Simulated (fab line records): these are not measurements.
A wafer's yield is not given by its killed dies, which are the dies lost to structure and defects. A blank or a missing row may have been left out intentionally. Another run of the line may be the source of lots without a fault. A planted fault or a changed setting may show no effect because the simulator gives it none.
fab line records	flow nand-harc	part 1 of 2: steps 1 to 4 of 6
[record] lots = 23	wafers = 69	last-day = 33
route steps=1302 shown A_STAIRCASE@700
lots that met no fault: taken from a fault-free run of the same line
start-h: start of the lot's first displayed wafer, in hours after the record's first day	wait-h: how many hours have passed since the lot's step before this one	" as in the row above	L1.1+2: a single row standing in for several wafers	- no value present, or no start provided	* or withheld: withheld	< > ~ a bound
route shown NAME@n: names a module that has steps shown in the file, with the first one's number in the route	usual: the fault-free wafers' mean and standard deviation	same: alike in all rows	chamber/n: place in a boat	sites: readings site by site	_std_site: standard deviation across them	_edge_site: outer sites' mean less inner sites'	radius-mm: for every site, how far away it sits from the centre of the wafer	mask NAME#n: copy n	behind: the last tool/chamber to shape the wafer	hold: why the lot was held/for how many hours/how that ended	device: transistor that didn't switch, given as n, p or np	end of line: at the end of the route, the tests of the same wafers	a step without rows: its recipe alone	killed: at the first sort, the dies lost to defects and structure; wafer yield is something else	map: the dies of a wafer, with x for killed, . for not killed, _ for no die there
set.NAME: the setting that was run; set.NAME@STEP: the one run at that earlier step	model.NAME: the simulator's own value behind a step, which no gauge read
steps of the route over a sample of lots; a table a step, a row a wafer
services: a tool's chamber out of use, with start hour (start-h, from the record's first day; less than 0 if before it), hours out, and reason
[[steps]]
[step NHARC_A_STAIRCASE_DESCUM_186]
[recipe] time-s = 3	o2-flow-sccm = 200	ar-flow-sccm = 0	bias-power-w = 0	chemistry = O2
[usual] drypump-motor-current-A = 5.9/0.41	oes-product-au = 0.999/0.0078	rf-vpp-V = 57.8/0.95	showerhead-plenum-p-Torr = 1.91/0.097	throttle-valve-pct = 11.311/0.0096
[same] bias-power-w = 0
lot.wafer	tool	chamber	start-h	wait-h	drypump-motor-current-A	oes-product-au	rf-hours-counter-h	rf-vpp-V	showerhead-plenum-p-Torr	throttle-valve-pct
L074.2	rie-diel-12	0	352.06	-	5.7	0.996	21	58.2	1.99	11.300
L074.3	"	3	"	"	6.3	0.988	22	57.8	1.88	11.319
L074.6	"	0	"	"	5.7	0.977	-	58.1	2.00	11.306
L075.4	rie-diel-12	1	369.95	-	5.4	0.997	31	58.7	2.07	11.310
L075.6	"	0	"	"	5.7	0.993	-	57.5	1.99	11.308
L075.5	"	1	"	"	5.4	1.001	-	57.3	2.07	11.299
L077.2	rie-diel-11	1	387.76	-	5.4	1.006	44	57.6	1.97	11.296
L077.4	"	2	"	"	6.4	1.007	44	56.6	1.77	11.325
L077.5	"	3	"	"	5.3	1.000	-	56.2	1.80	11.320
L076.2	rie-diel-12	2	388.16	-	6.3	0.995	36	59.4	1.82	11.292
L076.3	"	0	"	"	5.7	1.007	35	57.5	1.99	11.308
L076.6	"	1	"	"	5.4	0.986	-	59.1	2.06	11.315
L079.4	rie-diel-12	3	397.88	-	6.3	1.008	36	58.0	1.87	11.310
L079.1	"	0	"	"	5.7	1.009	38	58.2	1.99	11.320
L079.5	"	0	"	"	5.7	1.002	-	58.1	1.99	11.317
L078.3	rie-diel-08	3	398.04	-	5.9	1.005	6	57.5	1.81	11.301
L078.1	"	0	"	"	4.8	1.007	8	58.3	2.06	11.309
L078.6	"	0	"	"	4.8	0.995	-	58.8	2.06	11.321
L080.2	rie-diel-12	3	427.21	-	6.3	0.983	45	57.8	1.87	11.307
L080.4	"	0	"	"	5.7	1.002	46	56.9	1.99	11.332
L080.1	"	1	"	"	5.4	0.987	51	58.5	2.06	11.297
L081.3	rie-diel-12	3	437.46	-	6.2	0.993	50	57.6	1.87	11.306
L081.4	"	0	"	"	5.7	0.992	52	56.9	1.98	11.310
L081.2	"	2	"	"	6.3	0.998	53	59.0	1.81	11.290
L082.1	rie-diel-12	0	445.87	-	5.7	0.995	57	56.3	1.98	11.289
L082.3	"	1	"	"	5.4	1.003	58	58.1	2.06	11.303
L082.5	"	0	"	"	5.7	1.005	-	57.3	1.98	11.311
L083.3	rie-diel-11	1	455.42	-	5.4	1.020	4	59.5	1.97	11.310
L083.6	"	3	"	"	5.4	1.009	-	57.8	1.80	11.307
L083.5	"	0	"	"	5.5	1.002	-	57.1	1.88	11.317
L085.2	rie-diel-08	2	469.29	-	6.3	0.996	28	56.6	1.91	11.298
L085.4	"	1	"	"	5.7	0.995	30	58.5	1.77	11.301
L085.5	"	3	"	"	5.9	0.994	-	57.7	1.80	11.321
L086.3	rie-diel-12	3	479.70	-	6.3	0.989	9	59.1	1.87	11.292
L086.5	"	3	"	"	6.3	0.986	-	56.9	1.87	11.326
L086.6	"	0	"	"	5.7	1.000	-	57.5	1.98	11.306
L087.1	rie-diel-11	2	498.39	-	6.4	1.009	17	60.1	2.07	11.320
L087.5	"	1	"	"	5.4	1.023	-	57.3	1.96	11.321
L087.6	"	2	"	"	6.4	1.011	-	59.6	2.07	11.302
L088.2	rie-diel-12	3	502.40	-	6.3	1.007	14	58.6	1.86	11.304
L088.3	"	0	"	"	5.7	1.002	15	58.4	1.98	11.300
L088.6	"	2	"	"	6.3	0.999	-	57.3	1.81	11.310
L090.1	rie-diel-12	2	502.93	-	6.3	0.998	12	57.5	1.81	11.330
L090.2	"	3	"	"	6.3	1.004	14	56.4	1.86	11.318
L090.5	"	0	"	"	5.7	1.014	-	59.0	1.98	11.324
L089.1	rie-diel-12	2	511.19	-	6.3	1.001	16	58.3	1.81	11.314
L089.5	"	3	"	"	6.3	0.996	-	57.8	1.86	11.325
L089.6	"	0	"	"	5.7	0.993	-	58.7	1.98	11.301
L091.4	rie-diel-12	0	517.87	-	5.7	1.004	21	57.6	1.98	11.310
L091.2	"	1	"	"	5.3	0.991	14	59.4	2.05	11.318
L091.5	"	3	"	"	6.3	1.001	-	57.5	1.86	11.312
L092.3	rie-diel-12	2	539.19	-	6.3	0.999	25	58.0	1.80	11.310
L092.1	"	0	"	"	5.7	0.998	32	56.8	1.97	11.318
L092.5	"	2	"	"	6.3	0.999	-	57.2	1.80	11.301
L094.1	rie-diel-12	0	547.89	-	5.7	0.997	34	58.7	1.97	11.305
L094.2	"	1	"	"	5.4	0.993	26	57.9	2.05	11.306
L094.3	"	2	"	"	6.3	0.999	28	57.5	1.80	11.308
L093.4	rie-diel-11	2	548.04	-	6.4	0.999	37	59.7	2.06	11.316
L093.1	"	3	"	"	5.4	0.999	39	55.4	1.79	11.298
L093.2	"	0	"	"	5.5	0.997	35	57.0	1.87	11.299
L095.1	rie-diel-12	1	570.03	-	5.4	0.998	32	57.8	2.05	11.335
L095.4	"	2	"	"	6.3	1.005	35	56.7	1.80	11.326
L095.3	"	0	"	"	5.7	1.003	39	59.9	1.97	11.307
L096.2	rie-diel-12	1	583.73	-	5.4	0.999	38	58.6	2.04	11.309
L096.4	"	3	"	"	6.3	1.008	40	58.7	1.85	11.303
L096.6	"	2	"	"	6.3	1.001	-	58.0	1.80	11.297
L097.4	rie-diel-12	0	583.79	-	5.7	0.993	42	59.1	1.97	11.318
L097.1	"	1	"	"	5.4	0.990	38	56.8	2.04	11.318
L097.3	"	2	"	"	6.3	0.997	40	54.8	1.80	11.317
[step NHARC_A_STAIRCASE_ETCH_197]
[recipe] target-depth-a = 1000	time-s = 40.5	ion-energy-ev = 400	c4f8-flow-sccm = 20	o2-flow-sccm = 10	ar-flow-sccm = withheld	rf-w = 600	bias-w = 1000	chemistry = C4F8/O2
[usual] oes-product-au = 0.947/0.018	rf-vpp-V = 895/6.1
lot.wafer	tool	chamber	start-h	wait-h	oes-product-au	rf-hours-counter-h	rf-vpp-V
L074.3	rie-diel-11	0	-	-	0.978	26	892
L074.2	"	1	"	"	0.965	35	899
L074.6	"	1	"	"	0.973	-	900
L075.4	rie-diel-11	3	-	-	0.952	43	889
L075.5	"	0	"	"	0.967	-	894
L075.6	"	1	"	"	0.987	-	901
L076.3	rie-diel-12	3	-	-	0.941	34	894
L076.2	"	2	"	"	0.941	37	891
L076.6	"	3	"	"	0.955	-	895
L077.4	rie-diel-11	3	-	-	0.932	50	889
L077.2	"	0	"	"	0.923	42	893
L077.5	"	3	"	"	0.942	-	890
L079.1	rie-diel-12	1	-	-	0.934	41	905
L079.4	"	3	"	"	0.926	36	893
L079.5	"	1	"	"	0.937	-	905
L078.3	rie-diel-12	1	-	-	0.948	41	903
L078.1	"	3	"	"	0.948	36	892
L078.6	"	1	"	"	0.943	-	904
L080.4	rie-diel-11	0	-	-	0.945	50	894
L080.1	"	1	"	"	0.945	56	899
L080.2	"	2	"	"	0.949	56	887
L081.2	rie-diel-12	2	-	-	0.938	54	890
L081.4	"	3	"	"	0.934	51	894
L081.3	"	0	"	"	0.949	52	900
L082.3	rie-diel-12	3	-	-	0.940	56	893
L082.1	"	2	"	"	0.933	57	890
L082.5	"	3	"	"	0.939	-	892
L083.3	rie-diel-08	3	-	-	0.982	25	888
L083.6	"	2	"	"	0.969	-	895
L083.5	"	3	"	"	0.982	-	888
L085.2	rie-diel-08	1	-	-	0.927	32	885
L085.4	"	0	"	"	0.930	32	903
L085.5	"	1	"	"	0.923	-	887
L086.3	rie-diel-11	1	-	-	0.977	14	898
L086.5	"	0	"	"	0.968	-	893
L086.6	"	3	"	"	0.960	-	889
L087.1	rie-diel-12	0	-	-	0.965	14	900
L087.6	"	2	"	"	0.971	-	888
L087.5	"	3	"	"	0.962	-	892
L088.3	rie-diel-12	0	-	-	0.933	16	901
L088.2	"	3	"	"	0.931	15	893
L088.6	"	3	"	"	0.923	-	892
L090.1	rie-diel-12	2	-	-	0.922	14	889
L090.2	"	3	"	"	0.926	16	894
L090.5	"	0	"	"	0.925	-	899
L089.1	rie-diel-12	0	-	-	0.945	20	899
L089.6	"	1	"	"	0.955	-	906
L089.5	"	2	"	"	0.937	-	889
L091.2	rie-diel-12	0	-	-	0.935	22	900
L091.4	"	1	"	"	0.933	15	905
L091.5	"	2	"	"	0.952	-	888
L092.1	rie-diel-12	0	-	-	0.958	33	899
L092.3	"	1	"	"	0.944	25	905
L092.5	"	1	"	"	0.940	-	904
L094.3	rie-diel-11	2	-	-	0.972	38	904
L094.1	"	0	"	"	0.947	36	893
L094.2	"	1	"	"	0.955	37	898
L093.4	rie-diel-11	2	-	-	0.952	38	905
L093.1	"	3	"	"	0.936	39	889
L093.2	"	0	"	"	0.944	36	892
L095.3	rie-diel-12	0	-	-	0.971	39	900
L095.1	"	1	"	"	0.939	33	906
L095.4	"	3	"	"	0.941	36	892
L096.4	rie-diel-11	0	-	-	0.975	48	894
L096.2	"	3	"	"	0.965	53	888
L096.6	"	0	"	"	0.977	-	895
L097.1	rie-diel-08	2	-	-	0.912	8	895
L097.3	"	3	"	"	0.923	8	887
L097.4	"	1	"	"	0.934	9	906
[step NHARC_A_STAIRCASE_TRIM_200]
[recipe] time-s = 211.2	o2-flow-sccm = 500	ar-flow-sccm = 0	bias-w = 0	chemistry = O2
[usual] drypump-motor-current-A = 5.8/0.44	oes-product-au = 1.001/0.0065	rf-vpp-V = 57.7/0.91	showerhead-plenum-p-Torr = 3.52/0.17	throttle-valve-pct = 17.037/0.0092
lot.wafer	tool	chamber	start-h	wait-h	drypump-motor-current-A	oes-product-au	rf-hours-counter-h	rf-vpp-V	showerhead-plenum-p-Torr	throttle-valve-pct
L074.2	rie-diel-11	3	-	-	5.4	1.012	35	57.4	3.35	17.046
L074.3	"	0	"	"	5.6	1.003	26	57.4	3.48	17.061
L074.6	"	2	"	"	6.4	1.000	-	56.7	3.28	17.031
L075.4	rie-diel-11	1	-	-	5.4	1.006	41	58.6	3.63	17.025
L075.5	"	2	"	"	6.4	1.005	-	58.5	3.28	17.033
L075.6	"	3	"	"	5.4	1.000	-	56.6	3.34	17.046
L076.3	rie-diel-12	1	-	-	5.4	0.996	39	57.8	3.79	17.048
L076.2	"	2	"	"	6.3	1.003	37	57.0	3.36	17.035
L076.6	"	3	"	"	6.3	0.999	-	56.7	3.46	17.036
L077.2	rie-diel-11	0	-	-	5.5	1.003	43	55.9	3.47	17.043
L077.4	"	2	"	"	6.4	0.995	46	58.0	3.28	17.022
L077.5	"	1	"	"	5.4	1.003	-	56.9	3.63	17.040
L079.4	rie-diel-12	0	-	-	5.7	0.996	39	57.4	3.66	17.044
L079.1	"	1	"	"	5.4	0.998	41	57.4	3.78	17.039
L079.5	"	3	"	"	6.3	0.994	-	57.1	3.46	17.032
L078.1	rie-diel-12	3	-	-	6.2	0.987	37	58.2	3.46	17.058
L078.3	"	1	"	"	5.4	0.993	42	58.0	3.78	17.038
L078.6	"	0	"	"	5.7	0.997	-	57.2	3.66	17.044
L080.2	rie-diel-11	1	-	-	5.4	1.012	57	58.4	3.62	17.021
L080.1	"	2	"	"	6.4	0.996	57	57.3	3.27	17.037
L080.4	"	3	"	"	5.4	1.000	61	57.9	3.33	17.041
L081.2	rie-diel-12	3	-	-	6.2	1.003	51	56.6	3.45	17.035
L081.4	"	0	"	"	5.7	0.996	52	57.3	3.65	17.034
L081.3	"	2	"	"	6.3	1.005	54	58.2	3.35	17.050
L082.1	rie-diel-12	1	-	-	5.4	1.003	58	57.8	3.77	17.018
L082.3	"	3	"	"	6.3	0.988	56	57.4	3.45	17.030
L082.5	"	1	"	"	5.4	0.989	-	58.0	3.77	17.046
L083.3	rie-diel-08	2	-	-	6.3	1.001	23	58.9	3.52	17.035
L083.6	"	3	"	"	5.9	0.999	-	56.7	3.33	17.042
L083.5	"	0	"	"	4.9	1.002	-	59.2	3.76	17.046
L085.4	rie-diel-08	3	-	-	5.9	1.000	30	56.4	3.33	17.029
L085.2	"	0	"	"	4.9	1.005	33	58.7	3.76	17.047
L085.5	"	1	"	"	5.7	0.998	-	55.5	3.29	17.026
L086.3	rie-diel-11	1	-	-	5.5	1.006	14	57.6	3.61	17.043
L086.6	"	1	"	"	5.4	1.005	-	58.5	3.61	17.020
L086.5	"	3	"	"	5.4	1.006	-	58.4	3.32	17.042
L087.1	rie-diel-12	2	-	-	6.3	0.997	11	57.2	3.35	17.042
L087.6	"	2	"	"	6.3	1.001	-	58.1	3.35	17.046
L087.5	"	3	"	"	6.3	1.004	-	56.9	3.44	17.055
L088.3	rie-diel-12	3	-	-	6.3	1.005	16	58.0	3.44	17.029
L088.2	"	0	"	"	5.7	1.016	17	58.5	3.64	17.018
L088.6	"	2	"	"	6.3	0.994	-	56.5	3.35	17.043
L090.2	rie-diel-12	3	-	-	6.3	1.006	17	58.6	3.44	17.034
L090.1	"	1	"	"	5.4	0.991	11	59.8	3.77	17.027
L090.5	"	0	"	"	5.7	1.007	-	58.8	3.64	17.043
L089.1	rie-diel-12	3	-	-	6.3	0.996	19	56.5	3.44	17.025
L089.6	"	0	"	"	5.7	1.004	-	57.5	3.64	17.049
L089.5	"	1	"	"	5.4	0.999	-	57.2	3.77	17.048
L091.4	rie-diel-12	1	-	-	5.4	1.000	15	58.0	3.77	17.033
L091.2	"	2	"	"	6.3	1.004	19	56.0	3.34	17.048
L091.5	"	1	"	"	5.4	0.990	-	57.8	3.77	17.048
L092.1	rie-diel-12	2	-	-	6.3	0.995	26	56.4	3.34	17.024
L092.3	"	1	"	"	5.4	0.989	25	56.5	3.76	17.049
L092.5	"	3	"	"	6.3	0.983	-	57.4	3.43	17.035
L094.2	rie-diel-11	2	-	-	6.4	1.005	38	59.1	3.79	17.046
L094.3	"	3	"	"	5.3	0.992	39	57.9	3.31	17.018
L094.1	"	0	"	"	5.5	1.002	36	58.3	3.45	17.031
L093.4	rie-diel-11	2	-	-	6.5	1.007	38	56.5	3.79	17.057
L093.1	"	0	"	"	5.5	0.998	36	57.1	3.45	17.024
L093.2	"	1	"	"	5.4	1.008	38	57.5	3.60	17.029
L095.3	rie-diel-12	1	-	-	5.4	1.000	33	57.4	3.75	17.048
L095.1	"	2	"	"	6.3	1.004	35	57.8	3.33	17.036
L095.4	"	3	"	"	6.3	1.006	37	57.4	3.43	17.036
L096.4	rie-diel-11	0	-	-	5.6	0.992	48	56.8	3.44	17.047
L096.2	"	1	"	"	5.4	1.010	51	58.6	3.59	17.027
L096.6	"	3	"	"	5.4	1.004	-	56.1	3.30	17.032
L097.4	rie-diel-08	3	-	-	5.9	1.010	8	58.7	3.31	17.038
L097.1	"	0	"	"	4.9	1.012	9	59.1	3.74	17.035
L097.3	"	2	"	"	6.3	0.989	8	57.6	3.49	17.043
[step NHARC_A_STAIRCASE_DESCUM_219]
[recipe] time-s = 3	o2-flow-sccm = 200	ar-flow-sccm = 0	bias-power-w = 0	chemistry = O2
[usual] drypump-motor-current-A = 5.8/0.47	oes-product-au = 1.000/0.0073	rf-vpp-V = 57.7/0.96	showerhead-plenum-p-Torr = 1.91/0.1	throttle-valve-pct = 11.311/0.01
[same] bias-power-w = 0
lot.wafer	tool	chamber	start-h	wait-h	drypump-motor-current-A	oes-product-au	rf-hours-counter-h	rf-vpp-V	showerhead-plenum-p-Torr	throttle-valve-pct
L074.3	rie-diel-11	1	355.82	-	5.4	1.009	36	59.8	1.97	11.311
L074.2	"	2	"	"	6.4	0.994	36	55.6	1.77	11.316
L074.6	"	2	"	"	6.4	0.991	-	58.0	1.77	11.298
L075.4	rie-diel-12	3	374.40	-	6.2	1.005	30	56.9	1.88	11.322
L075.6	"	2	"	"	6.3	1.001	-	57.9	1.82	11.321
L075.5	"	3	"	"	6.2	1.003	-	58.6	1.88	11.301
L076.2	rie-diel-12	3	391.91	-	6.3	0.990	35	57.1	1.87	11.318
L076.3	"	1	"	"	5.4	0.999	39	58.8	2.06	11.305
L076.6	"	3	"	"	6.2	0.990	-	58.0	1.87	11.319
L077.4	rie-diel-12	1	394.88	-	5.4	0.984	40	57.3	2.06	11.336
L077.2	"	3	"	"	6.3	0.989	35	57.7	1.87	11.321
L077.5	"	2	"	"	6.3	1.003	-	57.7	1.82	11.326
L079.4	rie-diel-08	2	401.66	-	6.3	1.005	6	58.5	1.91	11.294
L079.1	"	3	"	"	5.9	1.002	7	57.2	1.81	11.298
L079.5	"	2	"	"	6.3	1.003	-	57.9	1.91	11.317
L078.3	rie-diel-12	2	401.93	-	6.3	1.000	40	57.5	1.82	11.313
L078.1	"	3	"	"	6.3	1.000	37	57.3	1.87	11.309
L078.6	"	1	"	"	5.4	1.004	-	57.3	2.06	11.314
L080.1	rie-diel-08	2	437.83	-	6.3	1.000	17	58.8	1.91	11.311
L080.4	"	0	"	"	4.8	1.002	20	58.7	2.05	11.314
L080.2	"	1	"	"	5.7	0.991	18	57.4	1.78	11.319
L081.4	rie-diel-08	2	441.30	-	6.3	1.002	18	57.3	1.91	11.290
L081.3	"	3	"	"	5.9	0.997	20	58.3	1.80	11.321
L081.2	"	1	"	"	5.7	0.991	19	56.4	1.78	11.314
L082.1	rie-diel-11	0	449.80	-	5.5	1.003	1	57.5	1.88	11.326
L082.3	"	1	"	"	5.5	0.989	2	58.2	1.97	11.305
L082.5	"	0	"	"	5.5	0.997	-	57.9	1.88	11.331
L083.3	rie-diel-11	1	459.19	-	5.4	1.009	4	57.3	1.97	11.302
L083.6	"	3	"	"	5.4	1.001	-	56.1	1.80	11.305
L083.5	"	0	"	"	5.5	0.985	-	57.3	1.88	11.322
L085.4	rie-diel-12	2	474.30	-	6.3	0.998	5	57.0	1.81	11.311
L085.2	"	3	"	"	6.3	0.989	8	56.3	1.87	11.323
L085.5	"	1	"	"	5.4	0.998	-	57.4	2.05	11.317
L086.3	rie-diel-12	1	483.70	-	5.4	0.998	8	58.0	2.05	11.301
L086.6	"	2	"	"	6.3	1.006	-	57.1	1.81	11.302
L086.5	"	3	"	"	6.3	1.002	-	57.4	1.86	11.295
L087.1	rie-diel-08	2	502.48	-	6.3	0.995	37	57.8	1.90	11.313
L087.5	"	0	"	"	4.8	1.005	-	57.6	2.05	11.320
L087.6	"	2	"	"	6.3	0.997	-	56.6	1.90	11.317
L088.2	rie-diel-08	2	509.16	-	6.3	1.000	42	59.8	1.90	11.310
L088.3	"	3	"	"	5.9	1.004	41	57.6	1.80	11.315
L088.6	"	3	"	"	5.9	1.001	-	57.4	1.80	11.303
L090.2	rie-diel-11	0	509.68	-	5.5	0.990	20	58.0	1.87	11.303
L090.1	"	1	"	"	5.4	1.004	23	58.1	1.96	11.302
L090.5	"	0	"	"	5.6	0.997	-	57.1	1.87	11.300
L089.1	rie-diel-08	0	515.45	-	4.9	1.006	47	58.0	2.04	11.306
L089.5	"	2	"	"	6.3	1.003	-	57.7	1.90	11.306
L089.6	"	3	"	"	5.9	0.992	-	56.7	1.79	11.308
L091.4	rie-diel-11	0	521.57	-	5.5	1.002	23	57.1	1.87	11.317
L091.2	"	1	"	"	5.4	1.013	26	58.0	1.96	11.300
L091.5	"	2	"	"	6.4	0.998	-	60.0	2.07	11.296
L092.1	rie-diel-11	1	543.26	-	5.4	0.992	35	56.2	1.96	11.305
L092.3	"	2	"	"	6.4	0.989	36	58.8	2.06	11.299
L092.5	"	3	"	"	5.4	1.000	-	57.6	1.79	11.314
L094.3	rie-diel-11	3	552.39	-	5.4	0.998	41	56.3	1.79	11.304
L094.2	"	0	"	"	5.5	1.000	38	57.2	1.87	11.302
L094.1	"	2	"	"	6.4	1.008	39	60.2	2.06	11.333
L093.2	rie-diel-11	3	552.44	-	5.3	1.003	41	57.8	1.79	11.329
L093.4	"	1	"	"	5.4	1.013	39	57.9	1.95	11.299
L093.1	"	2	"	"	6.4	0.995	39	57.1	2.06	11.310
L095.1	rie-diel-08	2	573.72	-	6.3	0.997	3	58.4	1.89	11.313
L095.4	"	3	"	"	5.9	0.998	4	57.0	1.79	11.316
L095.3	"	0	"	"	4.9	1.011	3	58.5	2.04	11.316
L096.4	rie-diel-12	0	590.42	-	5.7	1.007	45	58.4	1.97	11.299
L096.2	"	2	"	"	6.3	0.995	45	57.2	1.80	11.309
L096.6	"	0	"	"	5.7	1.002	-	57.5	1.97	11.307
L097.1	rie-diel-08	3	590.77	-	5.9	0.998	9	55.9	1.79	11.309
L097.4	"	0	"	"	4.8	0.998	10	57.4	2.03	11.317
L097.3	"	1	"	"	5.7	1.002	10	59.3	2.07	11.313
